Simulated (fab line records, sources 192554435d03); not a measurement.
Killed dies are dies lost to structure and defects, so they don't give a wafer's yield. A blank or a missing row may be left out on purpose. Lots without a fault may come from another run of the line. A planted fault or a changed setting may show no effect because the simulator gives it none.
Chamber matching | flow n5_finfet | N5_STI_FIN_REVEAL_ALD_00 on ald_sin-01: 4 sister chambers
The step deposits SiO2, target thk 1 nm, pulse time 1 s. 4 wafers are shown with their chamber, then 10 later ones without.

WAFERS WITH THEIR CHAMBER
wafer  | chamber | heater_power_w (W)
L088.4 | 2       | 486
L089.5 | 0       | 502
L092.2 | 1       | 438
L092.3 | 3       | 536

WAFERS WITHOUT THEIR CHAMBER
wafer  | heater_power_w (W)
L092.6 | 434
L093.1 | 493
L093.4 | 537
L093.6 | 506
L097.1 | 428
L097.2 | 487
L097.3 | 536
L097.4 | 489
L097.5 | 493
L097.6 | 557

WHICH CHAMBER EACH WENT THROUGH
wafer  | from the rows above     | in truth
L092.6 | 1                       | 1
L093.1 | can't be placed: 2 or 0 | 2
L093.4 | 3                       | 3
L093.6 | can't be placed: 0 or 2 | 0
L097.1 | 1                       | 1
L097.2 | can't be placed: 2 or 0 | 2
L097.3 | 3                       | 3
L097.4 | can't be placed: 2 or 0 | 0
L097.5 | can't be placed: 2 or 0 | 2
L097.6 | 3                       | 3
Placed correctly: 5 of 10. Can't be placed from these rows: 5 (the true chamber is among the candidates in 5). Placed wrongly: 0.
How it was worked out, from the rows above alone: a wafer's distance from a chamber is the root of the sum, over the readings, of the square of ((its reading less the chamber's mean) divided by the reading's scatter). The wafer belongs to the nearest chamber; if the next one is less than 2 further off, it can't be placed. A chamber's mean is the mean of its shown wafers. The scatter: with one shown wafer a chamber, the root of the mean of the squares of how far each hidden wafer lies from its nearest shown one.
